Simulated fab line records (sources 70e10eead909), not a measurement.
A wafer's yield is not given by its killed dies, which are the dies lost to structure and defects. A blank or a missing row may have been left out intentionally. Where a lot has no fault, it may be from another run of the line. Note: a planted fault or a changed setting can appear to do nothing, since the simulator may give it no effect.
What tool caused it?    flow nand harc    Sampling: 11 lots, 33 wafers, 5 of 1302 route steps

## WHAT THE GAUGES SHOWED, per wafer
NHARC_THIN_TSV_THK_MEAS_02: measures by ir. Usual: thk nm 2919 nm, standard deviation 210.
lot   measured      on             thk nm (nm)     flag
L975  day 23 19:48  film metro-01  2844 2737 2835  
L977  day 24 04:43  film metro-01  2534 2852 2279  
L979  day 25 06:43  film metro-02  2978 2969 2888  
L978  day 25 07:56  film metro-02  3020 2976 2904  
L980  day 26 04:50  film metro-02  2883 3015 2918  
L983  day 27 07:16  film metro-02  2596 2636 2669  
L984  day 27 11:23  film metro-01  2893 2919 2779  
L987  day 29 09:43  film metro-01  2970 3185 2897  
L988  day 29 08:31  film metro-01  3241 3186 2974  
L990  day 30 21:22  film metro-01  2763 2991 2944  
L996  day 32 15:11  film metro-02  2939 3057 3222  

NHARC_END_SORT_01. Usual: killed at array 53, standard deviation 21; killed at other 0.8, standard deviation 1.1; killed at periphery 4.2, standard deviation 2.7; killed dies 58, standard deviation 22; killed open 3.4, standard deviation 1.9; killed short 2.5, standard deviation 1.6.
lot   measured      on         killed at array  killed at other  killed at periphery  killed dies  killed open  killed short  flag
L996  day 33 05:50  prober-02  118 112 119      0 0 0            1 4 2                119 116 121  0 5 6        2 1 3         OFF

## TOOL THAT RAN EACH LOT (tool first, then ch and the chambers of the sampled wafers, then the start)
lot   NHARC_A_CONTACT_ETCH_49             NHARC_THIN_TSV_DESCUM_14            NHARC_THIN_TSV_DESCUM_35
L975  rie diel-08 ch 0,2,3, day 21 08:32  rie diel-05 ch 2,3, day 23 21:01    rie diel-13 ch 1,2, day 24 03:04
L977  rie diel-04 ch 0,1,2, day 21 20:14  rie diel-05 ch 1,2, day 24 05:49    rie diel-13 ch 0,2,3, day 24 11:56
L979  rie diel-08 ch 0,1,3, day 23 00:22  rie diel-13 ch 0,3, day 25 07:56    rie diel-13 ch 0,2,3, day 25 13:41
L978  rie diel-08 ch 1,2,3, day 23 00:40  rie diel-13 ch 0,2, day 25 09:09    rie diel-13 ch 1,2,3, day 25 17:18
L980  rie diel-04 ch 0,1,3, day 23 18:16  rie diel-05 ch 0,2,3, day 26 06:04  rie diel-05 ch 0,1,2, day 26 11:51
L983  rie diel-01 ch 0,2,3, day 25 02:40  rie diel-13 ch 0,1,3, day 27 08:29  rie diel-13 ch 1,3, day 27 14:39
L984  rie diel-08 ch 0,1,2, day 25 03:57  rie diel-05 ch 0,2, day 27 12:43    rie diel-05 ch 1,3, day 27 18:38
L987  rie diel-04 ch 1,2,3, day 27 00:06  rie diel-13 ch 2,3, day 29 10:47    rie diel-13 ch 0,1,3, day 29 16:43
L988  rie diel-04 ch 1,2,3, day 27 04:12  rie diel-05 ch 1,2,3, day 29 09:37  rie diel-05 ch 2,3, day 29 15:29
L990  rie diel-08 ch 0,1,2, day 28 02:19  rie diel-13 ch 0,2,3, day 30 22:35  rie diel-13 ch 0,2,3, day 31 04:34
L996  rie diel-04 ch 0,2, day 30 04:13    rie diel-05 ch 1,3, day 32 16:23    rie diel-11 ch 1,2,3, day 32 22:32
- NHARC_A_CONTACT_ETCH_49: etches the open film in N2/H2, target depth 260 nm, time 475.3 s.
- NHARC_THIN_TSV_DESCUM_14: chemistry O2, time 3 s.
- NHARC_THIN_TSV_DESCUM_35: chemistry O2, time 3 s.

## WHAT THE TOOLS THEMSELVES READ (means of the sampled wafers that have a number; where no wafer has one, the mark that the record gives instead)
NHARC_A_CONTACT_ETCH_49. Usual: bias w 150.0 W, standard deviation 0.44; drypump motor current A 5.9 A, standard deviation 0.51; oes product au 0.997 a.u., standard deviation 0.011; rf vpp V 430.6 V, standard deviation 2.6; showerhead plenum p Torr 2.04 Torr, standard deviation 0.093; throttle valve pct 14.171 %, standard deviation 0.0096.
lot   tool         bias w (W)  drypump motor current A (A)  oes product au (a.u.)  rf vpp V (V)  showerhead plenum p Torr (Torr)  throttle valve pct (%)  flag
L975  rie diel-08  150.3       5.9                          0.996                  428.6         1.99                             14.165                  
L977  rie diel-04  150.0       5.8                          1.008                  432.4         2.13                             14.179                  
L979  rie diel-08  150.0       6.2                          1.004                  429.8         1.99                             14.159                  
L978  rie diel-08  150.2       6.3                          0.996                  428.9         1.99                             14.164                  
L980  rie diel-04  150.2       6.0                          1.002                  433.0         2.14                             14.157                  
L983  rie diel-01  149.6       5.8                          1.010                  428.7         1.99                             14.170                  
L984  rie diel-08  149.7       6.0                          0.980                  429.5         1.98                             14.168                  
L987  rie diel-04  150.0       5.4                          1.001                  432.5         2.12                             14.167                  
L988  rie diel-04  149.5       5.5                          0.994                  432.7         2.12                             14.173                  
L990  rie diel-08  150.3       6.0                          0.989                  429.4         1.98                             14.174                  
L996  rie diel-04  150.7       6.1                          0.993                  434.1         2.17                             14.166                  

NHARC_THIN_TSV_DESCUM_14. Usual: drypump motor current A 5.7 A, standard deviation 0.6; oes product au 0.999 a.u., standard deviation 0.01; rf vpp V 57.8 V, standard deviation 0.93; showerhead plenum p Torr 1.90 Torr, standard deviation 0.072; throttle valve pct 11.310 %, standard deviation 0.0083.
lot   tool         drypump motor current A (A)  oes product au (a.u.)  rf vpp V (V)  showerhead plenum p Torr (Torr)  throttle valve pct (%)  flag
L975  rie diel-05  5.4                          1.011                  57.6          1.87                             11.310                  
L977  rie diel-05  6.1                          1.018                  57.8          1.82                             11.314                  
L979  rie diel-13  6.4                          1.001                  57.0          1.91                             11.312                  
L978  rie diel-13  5.8                          0.995                  57.4          1.85                             11.304                  
L980  rie diel-05  5.3                          0.989                  57.6          1.90                             11.298                  
L983  rie diel-13  6.0                          0.999                  57.3          1.94                             11.310                  
L984  rie diel-05  5.1                          0.982                  58.1          1.90                             11.315                  
L987  rie diel-13  5.6                          0.998                  57.1          1.88                             11.311                  
L988  rie diel-05  5.8                          0.997                  56.9          1.85                             11.300                  
L990  rie diel-13  6.1                          1.004                  57.8          1.88                             11.306                  
L996  rie diel-05  5.9                          1.009                  58.0          1.86                             11.320                  

NHARC_THIN_TSV_DESCUM_35. Usual: drypump motor current A 5.8 A, standard deviation 0.62; oes product au 0.998 a.u., standard deviation 0.0095; rf vpp V 57.8 V, standard deviation 0.8; showerhead plenum p Torr 1.91 Torr, standard deviation 0.071; throttle valve pct 11.311 %, standard deviation 0.011.
lot   tool         drypump motor current A (A)  oes product au (a.u.)  rf vpp V (V)  showerhead plenum p Torr (Torr)  throttle valve pct (%)  flag
L975  rie diel-13  5.2                          0.997                  57.1          1.92                             11.320                  
L977  rie diel-13  6.1                          1.001                  58.3          1.88                             11.306                  
L979  rie diel-13  6.1                          1.005                  57.0          1.88                             11.309                  
L978  rie diel-13  5.6                          1.002                  58.4          1.95                             11.306                  
L980  rie diel-05  5.6                          0.994                  56.8          1.86                             11.311                  
L983  rie diel-13  5.9                          0.997                  57.9          1.98                             11.306                  
L984  rie diel-05  5.9                          0.998                  57.9          1.87                             11.311                  
L987  rie diel-13  6.0                          1.002                  58.2          1.94                             11.305                  
L988  rie diel-05  5.5                          0.998                  57.0          1.89                             11.316                  
L990  rie diel-13  6.1                          0.998                  57.8          1.88                             11.307                  
L996  rie diel-11  5.4                          0.990                  57.7          1.94                             11.313                  

## THE ANSWER, worked out from the rows above alone
Rule: lot off if the mean of its wafers having a number is beyond 3 standard deviations from the usual mean. A lot without any number at a reading at which 4 lots or more have one is off too. Where the step has rows for the other lots, those lots are counted as sound. After the gauges, taken in route order, come the tools' own readings; for these a lot's mean is taken, as printed above. At the first step where some lot is off, the reading lying furthest off is the one used; lots without a number count as furthest.
Off: L996 (NHARC_END_SORT_01, killed at array). Neither off nor sound, because the step has no rows for them: L975, L977, L979, L978, L980, L983, L984, L987, L988, L990.
A tool fits if, at a process step before that reading, it ran every lot that is off, and no sound lot after the first of them. Gauges at NHARC_END_SORT_01: tried the same way as those tools. Can't be told from this: 4 tools fit, rie diel-04 at NHARC_A_CONTACT_ETCH_49, rie diel-05 at NHARC_THIN_TSV_DESCUM_14, rie diel-11 at NHARC_THIN_TSV_DESCUM_35, prober-02 at NHARC_END_SORT_01.

## WHAT WAS PUT IN BY THE SIMULATOR
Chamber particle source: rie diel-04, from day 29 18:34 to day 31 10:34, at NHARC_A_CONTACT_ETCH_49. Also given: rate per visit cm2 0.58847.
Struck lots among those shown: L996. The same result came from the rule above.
